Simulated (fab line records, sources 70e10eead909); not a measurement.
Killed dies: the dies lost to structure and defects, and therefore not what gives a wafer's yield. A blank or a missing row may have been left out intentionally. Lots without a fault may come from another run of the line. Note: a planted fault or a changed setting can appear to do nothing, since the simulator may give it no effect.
fab line records :: flow nand-harc :: part 2 of 2: steps 21 to 27 of 27
[record]
  lots = 5
  wafers = 15
  last-day = 32
route steps=1302 shown A_CONTACT@998
lots that met no fault: taken from a fault-free run of the same line
start-h: hours from the record's first day to the start of the lot's first wafer shown :: wait-h: hours from the lot's prior step to this one :: " same as the row above :: L1.1+2: one row covering several wafers at once :: - no value, or no start given :: * or withheld: withheld :: < > ~ a bound
route shown NAME@n: a module of which the file shows steps, and the number in the route of the first :: usual: mean/standard deviation taken from wafers without a fault :: same: alike in all rows :: chamber/n: place in a boat :: sites: per-site readings :: _std_site: the values' standard deviation :: _edge_site: the outer-site mean with the inner-site mean subtracted :: radius-mm: how far each site lies from the wafer's centre :: mask NAME#n: copy n :: behind: tool/chamber where the wafer was last shaped :: hold: reason for holding the lot/hours on hold/outcome of the hold :: device: transistor that didn't switch, given as n, p or np :: end of line: tests of these same wafers at the route's end :: a step without rows: its recipe alone :: killed: count of dies lost to structure and defects at first sort (not the wafer's yield) :: map: per-die view of a wafer (x killed, . not killed, _ where there is no die)
set.NAME: the run value of the setting; set.NAME@STEP: its run value at that earlier step :: model.NAME: the simulator's own value behind a step, which no gauge read
lots at selected steps of the route; one table per step, one row per wafer
services: from which hour (start-h, from the record's first day; less than 0 if before it) a tool's chamber was out of use, for how many hours, and why
[[steps]]
[step NHARC_A_CONTACT_ETCH_90]
[recipe]
  target-depth-a = 400
  over-etch-frac = 0.5
  time-s = 85.7
  ion-energy-ev = 120
  ch3f-flow-sccm = 50
  o2-flow-sccm = 30
  ar-flow-sccm = 200
  rf-w = 500
  bias-w = 100
  chemistry = CH3F/O2
[usual]
  ch3f-flow-sccm = 49.99/0.17
  drypump-motor-current-A = 5.5/0.43
  oes-product-au = 0.96/0.036
  rf-vpp-V = 244.0/2
  showerhead-plenum-p-Torr = 2.43/0.13
  throttle-valve-pct = 20.662/0.0094
lot.wafer: L077.3
tool: rie-diel-07
chamber: 3
start-h: 525.23
wait-h: 0.7
ch3f-flow-sccm: 49.81
drypump-motor-current-A: 5.5
oes-product-au: 0.99
rf-hours-counter-h: 15
rf-vpp-V: 240.3
showerhead-plenum-p-Torr: 2.28
throttle-valve-pct: 20.661

lot.wafer: L077.4
tool: rie-diel-07
chamber: 0
start-h: 525.23
wait-h: 0.7
ch3f-flow-sccm: 49.71
drypump-motor-current-A: 4.9
oes-product-au: 0.98
rf-hours-counter-h: 14
rf-vpp-V: 243.7
showerhead-plenum-p-Torr: 2.40
throttle-valve-pct: 20.654

lot.wafer: L077.2
tool: rie-diel-07
chamber: 1
start-h: 525.23
wait-h: 0.7
ch3f-flow-sccm: 50.01
drypump-motor-current-A: 6.2
oes-product-au: 1.01
rf-hours-counter-h: 13
rf-vpp-V: 244.0
showerhead-plenum-p-Torr: 2.50
throttle-valve-pct: 20.659

lot.wafer: L079.1
tool: rie-diel-07
chamber: 1
start-h: 531.29
wait-h: 0.9
ch3f-flow-sccm: 50.15
drypump-motor-current-A: 6.3
oes-product-au: 1.00
rf-hours-counter-h: 15
rf-vpp-V: 245.0
showerhead-plenum-p-Torr: 2.50
throttle-valve-pct: 20.661

lot.wafer: L079.4
tool: rie-diel-07
chamber: 2
start-h: 531.29
wait-h: 0.9
ch3f-flow-sccm: 50.04
drypump-motor-current-A: 5.1
oes-product-au: 0.97
rf-hours-counter-h: 16
rf-vpp-V: 246.7
showerhead-plenum-p-Torr: 2.61
throttle-valve-pct: 20.669

lot.wafer: L079.5
tool: rie-diel-07
chamber: 0
start-h: 531.29
wait-h: 0.9
ch3f-flow-sccm: 50.11
drypump-motor-current-A: 4.9
oes-product-au: 0.99
rf-hours-counter-h: -
rf-vpp-V: 243.5
showerhead-plenum-p-Torr: 2.40
throttle-valve-pct: 20.656

lot.wafer: L088.2
tool: rie-diel-06
chamber: 3
start-h: 639.22
wait-h: 0.9
ch3f-flow-sccm: 50.01
drypump-motor-current-A: 5.6
oes-product-au: 0.99
rf-hours-counter-h: 23
rf-vpp-V: 244.0
showerhead-plenum-p-Torr: 2.32
throttle-valve-pct: 20.675

lot.wafer: L088.3
tool: rie-diel-06
chamber: 0
start-h: 639.22
wait-h: 0.9
ch3f-flow-sccm: 49.88
drypump-motor-current-A: 5.0
oes-product-au: 1.00
rf-hours-counter-h: 20
rf-vpp-V: 247.4
showerhead-plenum-p-Torr: 2.64
throttle-valve-pct: 20.665

lot.wafer: L088.4
tool: rie-diel-06
chamber: 2
start-h: 639.22
wait-h: 0.9
ch3f-flow-sccm: 50.17
drypump-motor-current-A: 6.0
oes-product-au: 1.00
rf-hours-counter-h: 23
rf-vpp-V: 244.6
showerhead-plenum-p-Torr: 2.32
throttle-valve-pct: 20.677

lot.wafer: L090.3
tool: rie-diel-06
chamber: 1
start-h: 659.76
wait-h: 0.7
ch3f-flow-sccm: 50.18
drypump-motor-current-A: 5.3
oes-product-au: 0.91
rf-hours-counter-h: 24
rf-vpp-V: 243.1
showerhead-plenum-p-Torr: 2.39
throttle-valve-pct: 20.664

lot.wafer: L090.4
tool: rie-diel-06
chamber: 2
start-h: 659.76
wait-h: 0.7
ch3f-flow-sccm: 50.08
drypump-motor-current-A: 6.0
oes-product-au: 0.93
rf-hours-counter-h: 25
rf-vpp-V: 242.6
showerhead-plenum-p-Torr: 2.32
throttle-valve-pct: 20.672

lot.wafer: L090.6
tool: rie-diel-06
chamber: 1
start-h: 659.76
wait-h: 0.7
ch3f-flow-sccm: 50.28
drypump-motor-current-A: 5.3
oes-product-au: 0.91
rf-hours-counter-h: -
rf-vpp-V: 244.3
showerhead-plenum-p-Torr: 2.39
throttle-valve-pct: 20.657

lot.wafer: L095.2
tool: rie-diel-06
chamber: 3
start-h: 708.47
wait-h: 0.8
ch3f-flow-sccm: 49.62
drypump-motor-current-A: 5.6
oes-product-au: 1.01
rf-hours-counter-h: 8
rf-vpp-V: 242.4
showerhead-plenum-p-Torr: 2.31
throttle-valve-pct: 20.654

lot.wafer: L095.3
tool: rie-diel-06
chamber: 1
start-h: 708.47
wait-h: 0.8
ch3f-flow-sccm: 49.86
drypump-motor-current-A: 5.3
oes-product-au: 0.99
rf-hours-counter-h: 6
rf-vpp-V: 242.5
showerhead-plenum-p-Torr: 2.39
throttle-valve-pct: 20.669

lot.wafer: L095.6
tool: rie-diel-06
chamber: 0
start-h: 708.47
wait-h: 0.8
ch3f-flow-sccm: 49.98
drypump-motor-current-A: 5.0
oes-product-au: 0.99
rf-hours-counter-h: -
rf-vpp-V: 245.6
showerhead-plenum-p-Torr: 2.64
throttle-valve-pct: 20.660
[step NHARC_A_CONTACT_ETCH_96]
[recipe]
  target-depth-a = 200
  over-etch-frac = 0.5
  time-s = 10
  ion-energy-ev = 250
  c4f6-flow-sccm = 25
  o2-flow-sccm = 20
  ar-flow-sccm = 500
  rf-w = 600
  bias-w = 500
  chemistry = C4F6/O2
[usual]
  drypump-motor-current-A = 5.5/0.42
  oes-product-au = 0.972/0.026
  rf-vpp-V = 546/4.1
  showerhead-plenum-p-Torr = 3.88/0.2
  throttle-valve-pct = 26.904/0.0087
lot.wafer: L077.2
tool: rie-diel-07
chamber: 2
start-h: -
wait-h: -
drypump-motor-current-A: 5.2
oes-product-au: 0.987
rf-hours-counter-h: 14
rf-vpp-V: 551
showerhead-plenum-p-Torr: 4.15
throttle-valve-pct: 26.892

lot.wafer: L077.4
tool: rie-diel-07
chamber: 3
start-h: -
wait-h: -
drypump-motor-current-A: 5.6
oes-product-au: 0.993
rf-hours-counter-h: 15
rf-vpp-V: 541
showerhead-plenum-p-Torr: 3.66
throttle-valve-pct: 26.909

lot.wafer: L077.3
tool: rie-diel-07
chamber: 0
start-h: -
wait-h: -
drypump-motor-current-A: 4.9
oes-product-au: 0.983
rf-hours-counter-h: 14
rf-vpp-V: 545
showerhead-plenum-p-Torr: 3.83
throttle-valve-pct: 26.905

lot.wafer: L079.1
tool: rie-diel-07
chamber: 3
start-h: -
wait-h: -
drypump-motor-current-A: 5.6
oes-product-au: 1.000
rf-hours-counter-h: 17
rf-vpp-V: 542
showerhead-plenum-p-Torr: 3.66
throttle-valve-pct: 26.909

lot.wafer: L079.4
tool: rie-diel-07
chamber: 1
start-h: -
wait-h: -
drypump-motor-current-A: 6.3
oes-product-au: 1.007
rf-hours-counter-h: 15
rf-vpp-V: 549
showerhead-plenum-p-Torr: 3.98
throttle-valve-pct: 26.907

lot.wafer: L079.5
tool: rie-diel-07
chamber: 0
start-h: -
wait-h: -
drypump-motor-current-A: 4.9
oes-product-au: 0.994
rf-hours-counter-h: -
rf-vpp-V: 545
showerhead-plenum-p-Torr: 3.83
throttle-valve-pct: 26.910

lot.wafer: L088.4
tool: rie-diel-06
chamber: 3
start-h: -
wait-h: -
drypump-motor-current-A: 5.6
oes-product-au: 0.988
rf-hours-counter-h: 23
rf-vpp-V: 542
showerhead-plenum-p-Torr: 3.71
throttle-valve-pct: 26.904

lot.wafer: L088.2
tool: rie-diel-06
chamber: 0
start-h: -
wait-h: -
drypump-motor-current-A: 4.9
oes-product-au: 0.984
rf-hours-counter-h: 20
rf-vpp-V: 553
showerhead-plenum-p-Torr: 4.20
throttle-valve-pct: 26.912

lot.wafer: L088.3
tool: rie-diel-06
chamber: 1
start-h: -
wait-h: -
drypump-motor-current-A: 5.4
oes-product-au: 0.975
rf-hours-counter-h: 22
rf-vpp-V: 545
showerhead-plenum-p-Torr: 3.83
throttle-valve-pct: 26.906

lot.wafer: L090.3
tool: rie-diel-06
chamber: 0
start-h: -
wait-h: -
drypump-motor-current-A: 5.0
oes-product-au: 0.943
rf-hours-counter-h: 22
rf-vpp-V: 554
showerhead-plenum-p-Torr: 4.20
throttle-valve-pct: 26.891

lot.wafer: L090.4
tool: rie-diel-06
chamber: 3
start-h: -
wait-h: -
drypump-motor-current-A: 5.6
oes-product-au: 0.928
rf-hours-counter-h: 26
rf-vpp-V: 542
showerhead-plenum-p-Torr: 3.71
throttle-valve-pct: 26.905

lot.wafer: L090.6
tool: rie-diel-06
chamber: 1
start-h: -
wait-h: -
drypump-motor-current-A: 5.3
oes-product-au: 0.935
rf-hours-counter-h: -
rf-vpp-V: 545
showerhead-plenum-p-Torr: 3.83
throttle-valve-pct: 26.902

lot.wafer: L095.3
tool: rie-diel-06
chamber: 2
start-h: -
wait-h: -
drypump-motor-current-A: 6.0
oes-product-au: 0.997
rf-hours-counter-h: 7
rf-vpp-V: 541
showerhead-plenum-p-Torr: 3.71
throttle-valve-pct: 26.899

lot.wafer: L095.2
tool: rie-diel-06
chamber: 3
start-h: -
wait-h: -
drypump-motor-current-A: 5.6
oes-product-au: 1.004
rf-hours-counter-h: 8
rf-vpp-V: 544
showerhead-plenum-p-Torr: 3.70
throttle-valve-pct: 26.914

lot.wafer: L095.6
tool: rie-diel-06
chamber: 2
start-h: -
wait-h: -
drypump-motor-current-A: 6.0
oes-product-au: 0.992
rf-hours-counter-h: -
rf-vpp-V: 542
showerhead-plenum-p-Torr: 3.71
throttle-valve-pct: 26.918
[step NHARC_A_CONTACT_CD_MEAS_53]
[usual]
  cd-nm = 289.7/0.79
lot.wafer: L077.2
tool: cd-sem-01
chamber: -
start-h: 525.43
wait-h: -
cd-nm: 289.1

lot.wafer: L077.3
tool: cd-sem-01
chamber: -
start-h: 525.43
wait-h: -
cd-nm: 287.8

lot.wafer: L077.4
tool: cd-sem-01
chamber: -
start-h: 525.43
wait-h: -
cd-nm: 288.2

lot.wafer: L079.1
tool: cd-sem-02
chamber: -
start-h: 531.48
wait-h: -
cd-nm: 290.2

lot.wafer: L079.4
tool: cd-sem-02
chamber: -
start-h: 531.48
wait-h: -
cd-nm: 290.2

lot.wafer: L079.5
tool: cd-sem-02
chamber: -
start-h: 531.48
wait-h: -
cd-nm: 290.0

lot.wafer: L088.2
tool: cd-sem-02
chamber: -
start-h: 639.43
wait-h: -
cd-nm: 289.8

lot.wafer: L088.3
tool: cd-sem-02
chamber: -
start-h: 639.43
wait-h: -
cd-nm: 289.9

lot.wafer: L088.4
tool: cd-sem-02
chamber: -
start-h: 639.43
wait-h: -
cd-nm: 289.7

lot.wafer: L090.3
tool: cd-sem-02
chamber: -
start-h: 659.97
wait-h: -
cd-nm: 290.5

lot.wafer: L090.4
tool: cd-sem-02
chamber: -
start-h: 659.97
wait-h: -
cd-nm: 290.1

lot.wafer: L090.6
tool: cd-sem-02
chamber: -
start-h: 659.97
wait-h: -
cd-nm: 290.3

lot.wafer: L095.2
tool: cd-sem-03
chamber: -
start-h: 708.69
wait-h: -
cd-nm: 289.7

lot.wafer: L095.3
tool: cd-sem-03
chamber: -
start-h: 708.69
wait-h: -
cd-nm: 289.4

lot.wafer: L095.6
tool: cd-sem-03
chamber: -
start-h: 708.69
wait-h: -
cd-nm: 288.4
[step NHARC_A_CONTACT_STRIP_99]
[recipe]
  n2-flow-sccm = 150
  h2-flow-sccm = 150
  ar-flow-sccm = 0
  bias-w = 0
  chemistry = N2/H2
lot.wafer: L077.2+3+4
tool: rie-diel-11
chamber: 2,3,1
start-h: 525.51
wait-h: 0.1

lot.wafer: L079.1+4+5
tool: rie-diel-06
chamber: 1,0,1
start-h: 531.55
wait-h: 0.1

lot.wafer: L088.4+2+3
tool: rie-diel-06
chamber: 2,0,1
start-h: 639.50
wait-h: 0.1

lot.wafer: L090.4+3+6
tool: rie-diel-06
chamber: 2,3,0
start-h: 660.06
wait-h: 0.1

lot.wafer: L095.2+3+6
tool: rie-diel-06
chamber: 1,3,1
start-h: 708.77
wait-h: 0.1
[step NHARC_A_CONTACT_STRIP_100]
[recipe]
  cf4-flow-sccm = 100
  chf3-flow-sccm = 30
  ar-flow-sccm = 0
  bias-w = 0
  chemistry = CF4/CHF3
lot.wafer: L077.3+2+4
tool: rie-diel-11
chamber: 1,2,2
start-h: 525.62
wait-h: 0.1

lot.wafer: L079.4+1+5
tool: rie-diel-06
chamber: 2,3,0
start-h: 531.65
wait-h: 0.1

lot.wafer: L088.2+3+4
tool: rie-diel-06
chamber: 3,0,1
start-h: 639.60
wait-h: 0.1

lot.wafer: L090.4+3+6
tool: rie-diel-06
chamber: 3,1,3
start-h: 660.13
wait-h: 0.1

lot.wafer: L095.2+3+6
tool: rie-diel-06
chamber: 1,0,2
start-h: 708.85
wait-h: 0.1
[step NHARC_A_CONTACT_STRIP_101]
[recipe]
  o2-flow-sccm = 400
  cos-flow-sccm = 20
  ar-flow-sccm = 0
  bias-w = 0
  chemistry = O2/COS
lot.wafer: L077.3+2+4
tool: rie-diel-11
chamber: 3,2,1
start-h: 525.69
wait-h: 0.1

lot.wafer: L079.1+4+5
tool: rie-diel-06
chamber: 0,1,0
start-h: 531.71
wait-h: 0.0

lot.wafer: L088.3+4+2
tool: rie-diel-06
chamber: 1,3,0
start-h: 639.66
wait-h: 0.1

lot.wafer: L090.3+4+6
tool: rie-diel-06
chamber: 1,2,2
start-h: 660.19
wait-h: 0.1

lot.wafer: L095.2+3+6
tool: rie-diel-06
chamber: 3,0,3
start-h: 708.92
wait-h: 0.1
[step NHARC_A_CONTACT_ETCH_102]
[recipe]
  target-depth-a = 1000
  overetch-a = 100
  time-s = 55
  ion-energy-ev = 100
  cf4-flow-sccm = 80
  o2-flow-sccm = 20
  ar-flow-sccm = 0
  rf-w = 300
  bias-w = 100
  chemistry = CF4/O2
[usual]
  drypump-motor-current-A = 5.6/0.44
  oes_o_777_au = 1.000/0.0042
  oes-product-au = 0.993/0.0095
  rf-vpp-V = 197.6/1.7
  showerhead-plenum-p-Torr = 1.33/0.073
  throttle-valve-pct = 13.397/0.0095
lot.wafer: L077.2
tool: rie-diel-11
chamber: 2
start-h: 525.76
wait-h: 0.1
drypump-motor-current-A: 6.0
oes_o_777_au: 0.999
oes-product-au: 1.001
rf-hours-counter-h: 31
rf-vpp-V: 199.2
showerhead-plenum-p-Torr: 1.41
throttle-valve-pct: 13.406

lot.wafer: L077.3
tool: rie-diel-11
chamber: 3
start-h: 525.76
wait-h: 0.1
drypump-motor-current-A: 5.5
oes_o_777_au: 0.999
oes-product-au: 0.988
rf-hours-counter-h: 32
rf-vpp-V: 198.4
showerhead-plenum-p-Torr: 1.38
throttle-valve-pct: 13.397

lot.wafer: L077.4
tool: rie-diel-11
chamber: 3
start-h: 525.76
wait-h: 0.1
drypump-motor-current-A: 5.4
oes_o_777_au: 0.996
oes-product-au: 0.991
rf-hours-counter-h: -
rf-vpp-V: 199.2
showerhead-plenum-p-Torr: 1.38
throttle-valve-pct: 13.409

lot.wafer: L079.4
tool: rie-diel-06
chamber: 1
start-h: 531.78
wait-h: 0.1
drypump-motor-current-A: 5.3
oes_o_777_au: 1.001
oes-product-au: 0.976
rf-hours-counter-h: 6
rf-vpp-V: 197.2
showerhead-plenum-p-Torr: 1.30
throttle-valve-pct: 13.398

lot.wafer: L079.1
tool: rie-diel-06
chamber: 2
start-h: 531.78
wait-h: 0.1
drypump-motor-current-A: 6.0
oes_o_777_au: 1.001
oes-product-au: 0.988
rf-hours-counter-h: 7
rf-vpp-V: 196.1
showerhead-plenum-p-Torr: 1.26
throttle-valve-pct: 13.406

lot.wafer: L079.5
tool: rie-diel-06
chamber: 0
start-h: 531.78
wait-h: 0.1
drypump-motor-current-A: 4.9
oes_o_777_au: 1.004
oes-product-au: 0.978
rf-hours-counter-h: -
rf-vpp-V: 199.5
showerhead-plenum-p-Torr: 1.44
throttle-valve-pct: 13.403

lot.wafer: L088.3
tool: rie-diel-06
chamber: 0
start-h: 639.73
wait-h: 0.1
drypump-motor-current-A: 4.9
oes_o_777_au: 1.005
oes-product-au: 1.003
rf-hours-counter-h: 20
rf-vpp-V: 200.3
showerhead-plenum-p-Torr: 1.44
throttle-valve-pct: 13.404

lot.wafer: L088.2
tool: rie-diel-06
chamber: 1
start-h: 639.73
wait-h: 0.1
drypump-motor-current-A: 5.3
oes_o_777_au: 0.999
oes-product-au: 0.983
rf-hours-counter-h: 22
rf-vpp-V: 196.3
showerhead-plenum-p-Torr: 1.30
throttle-valve-pct: 13.403

lot.wafer: L088.4
tool: rie-diel-06
chamber: 2
start-h: 639.73
wait-h: 0.1
drypump-motor-current-A: 6.0
oes_o_777_au: 1.001
oes-product-au: 1.000
rf-hours-counter-h: 23
rf-vpp-V: 196.2
showerhead-plenum-p-Torr: 1.26
throttle-valve-pct: 13.406

lot.wafer: L090.4
tool: rie-diel-06
chamber: 1
start-h: 660.26
wait-h: 0.1
drypump-motor-current-A: 5.3
oes_o_777_au: 1.010
oes-product-au: 0.983
rf-hours-counter-h: 24
rf-vpp-V: 196.8
showerhead-plenum-p-Torr: 1.30
throttle-valve-pct: 13.400

lot.wafer: L090.3
tool: rie-diel-06
chamber: 2
start-h: 660.26
wait-h: 0.1
drypump-motor-current-A: 6.0
oes_o_777_au: 0.999
oes-product-au: 0.991
rf-hours-counter-h: 25
rf-vpp-V: 196.3
showerhead-plenum-p-Torr: 1.26
throttle-valve-pct: 13.392

lot.wafer: L090.6
tool: rie-diel-06
chamber: 2
start-h: 660.26
wait-h: 0.1
drypump-motor-current-A: 6.0
oes_o_777_au: 1.001
oes-product-au: 0.992
rf-hours-counter-h: -
rf-vpp-V: 195.9
showerhead-plenum-p-Torr: 1.26
throttle-valve-pct: 13.402

lot.wafer: L095.2
tool: rie-diel-06
chamber: 3
start-h: 708.98
wait-h: 0.1
drypump-motor-current-A: 5.7
oes_o_777_au: 0.994
oes-product-au: 1.004
rf-hours-counter-h: 8
rf-vpp-V: 196.0
showerhead-plenum-p-Torr: 1.25
throttle-valve-pct: 13.388

lot.wafer: L095.3
tool: rie-diel-06
chamber: 1
start-h: 708.98
wait-h: 0.1
drypump-motor-current-A: 5.3
oes_o_777_au: 1.007
oes-product-au: 0.980
rf-hours-counter-h: 7
rf-vpp-V: 197.3
showerhead-plenum-p-Torr: 1.30
throttle-valve-pct: 13.397

lot.wafer: L095.6
tool: rie-diel-06
chamber: 2
start-h: 708.98
wait-h: 0.1
drypump-motor-current-A: 6.0
oes_o_777_au: 0.996
oes-product-au: 0.993
rf-hours-counter-h: -
rf-vpp-V: 195.9
showerhead-plenum-p-Torr: 1.26
throttle-valve-pct: 13.400
[[services]]
tool: har-cap-etch-01
chamber: -
start-h: 497.00
hours: 17.0
kind: pm

tool: rie-diel-06
chamber: 0
start-h: 517.73
hours: -
kind: clean

tool: rie-diel-06
chamber: 1
start-h: 517.73
hours: -
kind: clean

tool: rie-diel-06
chamber: 2
start-h: 517.73
hours: -
kind: clean

tool: rie-diel-06
chamber: 3
start-h: 517.73
hours: -
kind: clean

tool: rie-diel-06
chamber: 0
start-h: 542.31
hours: -
kind: clean

tool: rie-diel-06
chamber: 1
start-h: 542.31
hours: -
kind: clean

tool: rie-diel-06
chamber: 2
start-h: 542.31
hours: -
kind: clean

tool: rie-diel-06
chamber: 3
start-h: 542.31
hours: -
kind: clean

tool: rie-diel-11
chamber: 2
start-h: 564.00
hours: 30.2
kind: repair

tool: rie-diel-06
chamber: 0
start-h: 566.81
hours: -
kind: clean

tool: rie-diel-06
chamber: 1
start-h: 566.81
hours: -
kind: clean

tool: rie-diel-06
chamber: 2
start-h: 566.81
hours: -
kind: clean

tool: rie-diel-06
chamber: 3
start-h: 566.81
hours: -
kind: clean

tool: rie-diel-07
chamber: 2
start-h: 577.42
hours: 6.4
kind: repair

tool: rie-diel-06
chamber: 0
start-h: 591.32
hours: -
kind: clean

tool: rie-diel-06
chamber: 1
start-h: 591.32
hours: -
kind: clean

tool: rie-diel-06
chamber: 0
start-h: 600.53
hours: 8.0
kind: repair

tool: rie-diel-11
chamber: 1
start-h: 609.25
hours: 2.6
kind: repair

tool: rie-diel-11
chamber: -
start-h: 614.22
hours: 9.0
kind: pm

tool: rie-diel-07
chamber: -
start-h: 649.29
hours: 9.0
kind: pm

tool: rie-diel-06
chamber: -
start-h: 661.23
hours: 9.0
kind: pm

tool: rie-diel-11
chamber: 0
start-h: 666.53
hours: 5.0
kind: repair

tool: har-cap-etch-01
chamber: -
start-h: 668.66
hours: 2.5
kind: repair
